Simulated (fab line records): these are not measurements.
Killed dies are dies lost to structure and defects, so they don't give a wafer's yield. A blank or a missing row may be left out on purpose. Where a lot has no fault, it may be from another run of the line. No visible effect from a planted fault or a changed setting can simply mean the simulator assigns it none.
Which tool is to blame? / flow nandHarc / 14 lots, 42 wafers sampled, at 5 steps of a route of 1302

== WHAT THE GAUGES READ, wafer by wafer ==
NHARC_HYBRID_BOND_INSPECT_06: inspects for defects (ir void). Usual: rawDefectCount reads 93 (standard deviation 35).
lot=L496; measured=day 24 03:12; on=defectInspect-01; rawDefectCount=99 95 95; flag=
lot=L497; measured=day 24 07:07; on=defectInspect-01; rawDefectCount=114 130 122; flag=
lot=L499; measured=day 24 21:37; on=defectInspect-01; rawDefectCount=82 77 76; flag=
lot=L500; measured=day 25 17:34; on=defectInspect-01; rawDefectCount=80 98 90; flag=
lot=L501; measured=day 25 17:34; on=defectInspect-02; rawDefectCount=71 66 73; flag=
lot=L502; measured=day 26 17:23; on=defectInspect-01; rawDefectCount=78 82 67; flag=
lot=L503; measured=day 26 17:23; on=defectInspect-02; rawDefectCount=149 168 151; flag=
lot=L504; measured=day 27 05:52; on=defectInspect-01; rawDefectCount=26 34 48; flag=
lot=L505; measured=day 27 13:38; on=defectInspect-02; rawDefectCount=96 84 87; flag=
lot=L506; measured=day 28 00:33; on=defectInspect-02; rawDefectCount=9 20 20; flag=
lot=L508; measured=day 28 16:32; on=defectInspect-02; rawDefectCount=114 116 100; flag=
lot=L517; measured=day 32 17:32; on=defectInspect-01; rawDefectCount=80 102 88; flag=
lot=L518; measured=day 33 00:46; on=defectInspect-01; rawDefectCount=103 86 99; flag=
lot=L519; measured=day 33 00:46; on=defectInspect-02; rawDefectCount=94 61 84; flag=

NHARC_END_SORT_01. Usual: defectLimitedYield 91.2 %, standard deviation 2.5; killedAtArray 55, standard deviation 17; killedAtOther 1.1, standard deviation 1.4; killedAtPeriphery 3.9, standard deviation 3; killedDies 59, standard deviation 17; killedOpen 3.5, standard deviation 2; killedShort 2.6, standard deviation 1.6.
lot=L506; measured=day 28 20:32; on=prober-01; defectLimitedYield (%)=98.2 0 96.8; killedAtArray=8 17 18; killedAtOther=1 659 2; killedAtPeriphery=3 1 2; killedDies=12 677 22; killedOpen=4 1 3; killedShort=0 2 1; flag=OFF
lot=L508; measured=day 29 11:46; on=prober-02; defectLimitedYield (%)=0 89.4 88.8; killedAtArray=66 65 71; killedAtOther=608 1 2; killedAtPeriphery=3 6 3; killedDies=677 72 76; killedOpen=2 6 5; killedShort=4 4 4; flag=OFF

== TOOL THAT RAN EACH LOT (tool first, then ch and the chambers of the sampled wafers, then the start) ==
lot=L496; NHARC_A_BONDPAD_PVD_27=pvdSputter-03, day 24 03:12 or earlier; NHARC_THIN_TSV_PVD_19=pvdSputter-02, day 24 09:20 or earlier; NHARC_THIN_TSV_ECD_20=ecdCu-01 ch 1, day 24 09:20
lot=L497; NHARC_A_BONDPAD_PVD_27=pvdSputter-02, day 24 07:07 or earlier; NHARC_THIN_TSV_PVD_19=pvdSputter-02, day 24 13:14 or earlier; NHARC_THIN_TSV_ECD_20=ecdCu-01 ch 0,1, day 24 13:14
lot=L499; NHARC_A_BONDPAD_PVD_27=pvdSputter-02, day 24 21:37 or earlier; NHARC_THIN_TSV_PVD_19=pvdSputter-03, day 25 04:50 or earlier; NHARC_THIN_TSV_ECD_20=ecdCu-02 ch 0,1, day 25 04:50
lot=L500; NHARC_A_BONDPAD_PVD_27=pvdSputter-01, day 25 17:34 or earlier; NHARC_THIN_TSV_PVD_19=pvdSputter-03, day 26 00:46 or earlier; NHARC_THIN_TSV_ECD_20=ecdCu-01 ch 1, day 26 00:46
lot=L501; NHARC_A_BONDPAD_PVD_27=pvdSputter-03, day 25 17:34 or earlier; NHARC_THIN_TSV_PVD_19=pvdSputter-03, day 25 23:34 or earlier; NHARC_THIN_TSV_ECD_20=ecdCu-01 ch 0,1, day 25 23:34
lot=L502; NHARC_A_BONDPAD_PVD_27=pvdSputter-03, day 26 17:23 or earlier; NHARC_THIN_TSV_PVD_19=pvdSputter-01, day 27 00:28 or earlier; NHARC_THIN_TSV_ECD_20=ecdCu-02 ch 0,1, day 27 00:28
lot=L503; NHARC_A_BONDPAD_PVD_27=pvdSputter-01, day 26 17:23 or earlier; NHARC_THIN_TSV_PVD_19=pvdSputter-02, day 26 23:27 or earlier; NHARC_THIN_TSV_ECD_20=ecdCu-01 ch 0,1, day 26 23:27
lot=L504; NHARC_A_BONDPAD_PVD_27=pvdSputter-02, day 27 05:52 or earlier; NHARC_THIN_TSV_PVD_19=pvdSputter-02, day 27 11:59 or earlier; NHARC_THIN_TSV_ECD_20=ecdCu-02 ch 0, day 27 11:59
lot=L505; NHARC_A_BONDPAD_PVD_27=pvdSputter-03, day 27 13:38 or earlier; NHARC_THIN_TSV_PVD_19=pvdSputter-01, day 27 19:52 or earlier; NHARC_THIN_TSV_ECD_20=ecdCu-01 ch 0,1, day 27 19:52
lot=L506; NHARC_A_BONDPAD_PVD_27=pvdSputter-01, day 28 00:33 or earlier; NHARC_THIN_TSV_PVD_19=pvdSputter-03, day 28 07:01 or earlier; NHARC_THIN_TSV_ECD_20=ecdCu-01 ch 0,1, day 28 07:01
lot=L508; NHARC_A_BONDPAD_PVD_27=pvdSputter-01, day 28 16:32 or earlier; NHARC_THIN_TSV_PVD_19=pvdSputter-03, day 28 22:38 or earlier; NHARC_THIN_TSV_ECD_20=ecdCu-01 ch 0,1, day 28 22:38
lot=L517; NHARC_A_BONDPAD_PVD_27=pvdSputter-01, day 32 17:32 or earlier; NHARC_THIN_TSV_PVD_19=pvdSputter-03, day 32 23:34 or earlier; NHARC_THIN_TSV_ECD_20=ecdCu-02 ch 0,1, day 32 23:34
lot=L518; NHARC_A_BONDPAD_PVD_27=pvdSputter-02, day 33 00:46 or earlier; NHARC_THIN_TSV_PVD_19=pvdSputter-02, day 33 06:59 or earlier; NHARC_THIN_TSV_ECD_20=ecdCu-01 ch 0,1, day 33 06:59
lot=L519; NHARC_A_BONDPAD_PVD_27=pvdSputter-02, day 33 00:46 or earlier; NHARC_THIN_TSV_PVD_19=pvdSputter-02, day 33 08:00 or earlier; NHARC_THIN_TSV_ECD_20=ecdCu-01 ch 0,1, day 33 08:00
- NHARC_A_BONDPAD_PVD_27: deposits Cu, target thk 30 nm, time 20.49 s.
- NHARC_THIN_TSV_PVD_19: deposits TaN, target thk 20 nm.
- NHARC_THIN_TSV_ECD_20: material Cu, target thk 2000 nm.

== AS READ BY THE TOOLS THEMSELVES (means over the sampled wafers that have a number; for cases with no such wafer, the mark the record gives instead) ==
NHARC_A_BONDPAD_PVD_27. Usual: throttleValvePct reads 30.1 % (standard deviation 0.77).
lot=L496; tool=pvdSputter-03; throttleValvePct (%)=30.4; flag=
lot=L497; tool=pvdSputter-02; throttleValvePct (%)=30.6; flag=
lot=L499; tool=pvdSputter-02; throttleValvePct (%)=29.5; flag=
lot=L500; tool=pvdSputter-01; throttleValvePct (%)=30.3; flag=
lot=L501; tool=pvdSputter-03; throttleValvePct (%)=30.1; flag=
lot=L502; tool=pvdSputter-03; throttleValvePct (%)=29.9; flag=
lot=L503; tool=pvdSputter-01; throttleValvePct (%)=30.4; flag=
lot=L504; tool=pvdSputter-02; throttleValvePct (%)=30.2; flag=
lot=L505; tool=pvdSputter-03; throttleValvePct (%)=30.4; flag=
lot=L506; tool=pvdSputter-01; throttleValvePct (%)=30.3; flag=
lot=L508; tool=pvdSputter-01; throttleValvePct (%)=30.1; flag=
lot=L517; tool=pvdSputter-01; throttleValvePct (%)=30.3; flag=
lot=L518; tool=pvdSputter-02; throttleValvePct (%)=29.3; flag=
lot=L519; tool=pvdSputter-02; throttleValvePct (%)=29.6; flag=

NHARC_THIN_TSV_PVD_19. Usual: throttleValvePct reads 30.1 % (standard deviation 0.85).
lot=L496; tool=pvdSputter-02; throttleValvePct (%)=29.5; flag=
lot=L497; tool=pvdSputter-02; throttleValvePct (%)=30.2; flag=
lot=L499; tool=pvdSputter-03; throttleValvePct (%)=30.0; flag=
lot=L500; tool=pvdSputter-03; throttleValvePct (%)=30.4; flag=
lot=L501; tool=pvdSputter-03; throttleValvePct (%)=30.0; flag=
lot=L502; tool=pvdSputter-01; throttleValvePct (%)=30.6; flag=
lot=L503; tool=pvdSputter-02; throttleValvePct (%)=29.5; flag=
lot=L504; tool=pvdSputter-02; throttleValvePct (%)=30.5; flag=
lot=L505; tool=pvdSputter-01; throttleValvePct (%)=30.6; flag=
lot=L506; tool=pvdSputter-03; throttleValvePct (%)=29.9; flag=
lot=L508; tool=pvdSputter-03; throttleValvePct (%)=30.5; flag=
lot=L517; tool=pvdSputter-03; throttleValvePct (%)=30.2; flag=
lot=L518; tool=pvdSputter-02; throttleValvePct (%)=29.2; flag=
lot=L519; tool=pvdSputter-02; throttleValvePct (%)=29.7; flag=

== THE ANSWER, worked out from the rows above alone ==
Rule: a lot is off if the mean of its wafers that have a number lies more than 3 standard deviations from the usual mean. Also off: a lot with no number at a reading for which 4 or more lots have one. The other lots that the step has rows for count as sound. After the gauges, taken in route order, come the tools' own readings; for these a lot's mean is taken, as printed above. The first step at which some lot is off is used, and at that step the reading that is off furthest; a lot without a number counts as furthest.
Off: L506, L508, at NHARC_END_SORT_01 (killedAtOther). Neither off nor sound, because the step has no rows for them: L496, L497, L499, L500, L501, L502, L503, L504, L505, L517, L518, L519.
If a tool, at a process step before that reading, ran all the lots that are off and no sound lot after the first of them, it fits. Gauges at NHARC_END_SORT_01: tried the same way as those tools. Because NHARC_A_BONDPAD_PVD_27 lacks a start for some lots, the hours and order of its lots are taken from NHARC_HYBRID_BOND_INSPECT_06. Because NHARC_THIN_TSV_PVD_19 lacks a start for some lots, the hours and order of its lots are taken from NHARC_THIN_TSV_ECD_20. Can't be told from this: 3 tools fit, pvdSputter-01 at NHARC_A_BONDPAD_PVD_27, pvdSputter-03 at NHARC_THIN_TSV_PVD_19, ecdCu-01 at NHARC_THIN_TSV_ECD_20.

== WHAT HAD BEEN PUT IN BY THE SIMULATOR ==
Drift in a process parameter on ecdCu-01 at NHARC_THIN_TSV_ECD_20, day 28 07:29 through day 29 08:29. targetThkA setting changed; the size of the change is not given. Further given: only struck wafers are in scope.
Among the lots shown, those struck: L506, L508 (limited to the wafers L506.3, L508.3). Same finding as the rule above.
